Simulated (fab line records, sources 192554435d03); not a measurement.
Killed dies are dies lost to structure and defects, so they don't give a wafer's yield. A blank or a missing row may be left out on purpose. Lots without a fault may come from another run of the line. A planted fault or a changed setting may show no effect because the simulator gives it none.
Split-lot experiment | flow n5_finfet | 7 lots, 21 wafers read, on a route of 1938 steps

THE SPLIT
At N5_BEOL_M3_TRENCH_ETCH_37 (etches SiOC in C4F6/O2, target depth 55.555 nm, time 29.2 s), the setting time_s was moved away from the recipe's 29.2 s on 5 of the 21 wafers read, by +9.5% to +22.3%. The other wafers ran this setting at the recipe's value.

FROM THE SPLIT TO THE READING: what the file shows between them, 2 steps
- N5_BEOL_M3_ETCH_41: etches SiCN in CH3F/O2, target depth 29.9 nm, time 52.5 s
- N5_BEOL_M3_STRIP_97: strips in N2/H2, time 10 s

THE READING
trench_depth_nm, in nm, at N5_BEOL_M3_OCD_MEAS_38. Fault-free wafers of this fab line usually give 55.9 nm, standard deviation 1 nm.

wafer  | tool, chamber at the split | time_s as run, s | against the recipe | trench_depth_nm, nm | against lot-mates on the recipe
L077.1 | rie_diel-04, 3             | 29.2             | recipe             | 55.4                | -
L077.2 | rie_diel-04, 0             | 34.28            | +17.4%             | 65.6                | +10.2
L077.6 | rie_diel-04, 1             | 34.28            | +17.4%             | 64.4                | +9.0
L081.2 | rie_diel-01, 1             | 29.2             | recipe             | 57.1                | -
L081.4 | rie_diel-01, 3             | 34               | +16.4%             | 64.3                | +7.4
L081.5 | rie_diel-01, 2             | 29.2             | recipe             | 56.6                | -
L083.4 | rie_diel-05, 1             | 29.2             | recipe             | 56.3                | -
L083.5 | rie_diel-05, 3             | 29.2             | recipe             | 56.7                | -
L083.6 | rie_diel-05, 2             | 29.2             | recipe             | 57.0                | -
L084.1 | rie_diel-01, 0             | 29.2             | recipe             | 57.8                | -
L084.4 | rie_diel-01, 0             | 29.2             | recipe             | 57.9                | -
L084.6 | rie_diel-01, 1             | 29.2             | recipe             | 56.7                | -
L088.1 | rie_diel-05, 3             | 29.2             | recipe             | 55.9                | -
L088.2 | rie_diel-05, 2             | 29.2             | recipe             | 56.5                | -
L088.5 | rie_diel-05, 3             | 31.96            | +9.5%              | 60.9                | +4.7
L090.2 | rie_diel-04, 2             | 29.2             | recipe             | 54.7                | -
L090.3 | rie_diel-04, 1             | 29.2             | recipe             | 55.4                | -
L090.6 | rie_diel-04, 1             | 35.72            | +22.3%             | 67.0                | +12.0
L092.1 | rie_diel-01, 1             | 29.2             | recipe             | 58.0                | -
L092.4 | rie_diel-01, 2             | 29.2             | recipe             | 57.5                | -
L092.5 | rie_diel-01, 0             | 29.2             | recipe             | 58.3                | -

THE FIT
A straight line over all 21 wafers: trench_depth_nm changes by +0.465 nm for each +1% of time_s; r = +0.97; the points scatter about the line by 0.94 nm.
The same after taking each lot's own level away (the mean of its wafers on the recipe; 21 wafers): +0.525 nm for each +1%; r = +0.99; scatter 0.5 nm.
On that fit, the largest move of time_s shifts the reading by 12 nm.
The lots' own levels span 55.05 to 57.93 nm, that is 2.9 times the standard deviation above.
So the lot-to-lot level changes the slope: the two fits differ.
Check: with one of the wafers moved furthest among these (+22.3%) left out of the fit, the line predicts +11.6 nm for it against its lot-mates. It came out at +12 nm against them.

OTHER SPLITS ON THESE WAFERS
These wafers also went through other splits before the reading. Each is held against what the fit with the lots' levels taken away leaves over:
other split on the same wafers   | wafers away from the commonest value | r with trench_depth_nm (lot level and that fit taken away)
N5_BEOL_M1_TRENCH_ETCH_37 time_s | 10                                   | -0.06
N5_BEOL_M2_ETCH_64 time_s        | 9                                    | -0.04
N5_BEOL_M2_COAT_76 spin_rpm      | 5                                    | +0.06
N5_BEOL_M3_ETCH_70 bias_w        | 4                                    | +0.07

THE WHOLE CHAIN: every reading that the file lists as answering this split, in the file's order
step                      | what it does                                                | reading                                                                   | change (the file's fit)               | r (the file's)
N5_BEOL_M3_TRENCH_ETCH_37 | etches SiOC in C4F6/O2, target depth 55.555 nm, time 29.2 s | BEOL_M3.feature_depth_nm (the simulator's own value, which no gauge read) | +0.531 nm for each +1% of the setting | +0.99
N5_BEOL_M3_TRENCH_ETCH_37 | etches SiOC in C4F6/O2, target depth 55.555 nm, time 29.2 s | etch.depth_nm (the simulator's own value, which no gauge read)            | +0.526 nm for each +1% of the setting | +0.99
N5_BEOL_M3_OCD_MEAS_38    |                                                             | trench_depth_nm                                                           | +0.517 nm for each +1% of the setting | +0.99

THE FILE'S OWN FIT
trench_depth_nm changes by +0.517 nm for each +1% of time_s, r = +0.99.
